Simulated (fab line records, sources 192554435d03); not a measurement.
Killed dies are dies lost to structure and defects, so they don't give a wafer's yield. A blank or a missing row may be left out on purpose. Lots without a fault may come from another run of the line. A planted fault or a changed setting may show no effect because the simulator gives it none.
Chamber matching | flow n5_finfet | N5_BEOL_M7_STRIP_67 on rie_diel-06: 4 sister chambers
The step strips in CF4. 4 wafers are shown with their chamber, then 9 later ones without.

WAFERS WITH THEIR CHAMBER
wafer  | chamber | drypump_motor_current_A (A)
L078.3 | 1       | 5.29
L082.2 | 0       | 5.80
L089.3 | 2       | 5.41
L089.4 | 3       | 5.92

WAFERS WITHOUT THEIR CHAMBER
wafer  | drypump_motor_current_A (A)
L088.1 | 5.80
L088.4 | 5.79
L088.5 | 5.43
L091.1 | 5.77
L091.4 | 5.28
L091.5 | 5.44
L095.3 | 5.39
L095.5 | 5.43
L095.6 | 5.88

WHICH CHAMBER EACH WENT THROUGH
wafer  | from the rows above     | in truth
L088.1 | 0                       | 0
L088.4 | 0                       | 0
L088.5 | 2                       | 2
L091.1 | 0                       | 0
L091.4 | 1                       | 1
L091.5 | 2                       | 2
L095.3 | 2                       | 2
L095.5 | 2                       | 2
L095.6 | can't be placed: 3 or 0 | 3
Placed correctly: 8 of 9. Can't be placed from these rows: 1 (the true chamber is among the candidates in 1). Placed wrongly: 0.
How it was worked out, from the rows above alone: a wafer's distance from a chamber is the root of the sum, over the readings, of the square of ((its reading less the chamber's mean) divided by the reading's scatter). The wafer belongs to the nearest chamber; if the next one is less than 2 further off, it can't be placed. A chamber's mean is the mean of its shown wafers. The scatter: with one shown wafer a chamber, the root of the mean of the squares of how far each hidden wafer lies from its nearest shown one.
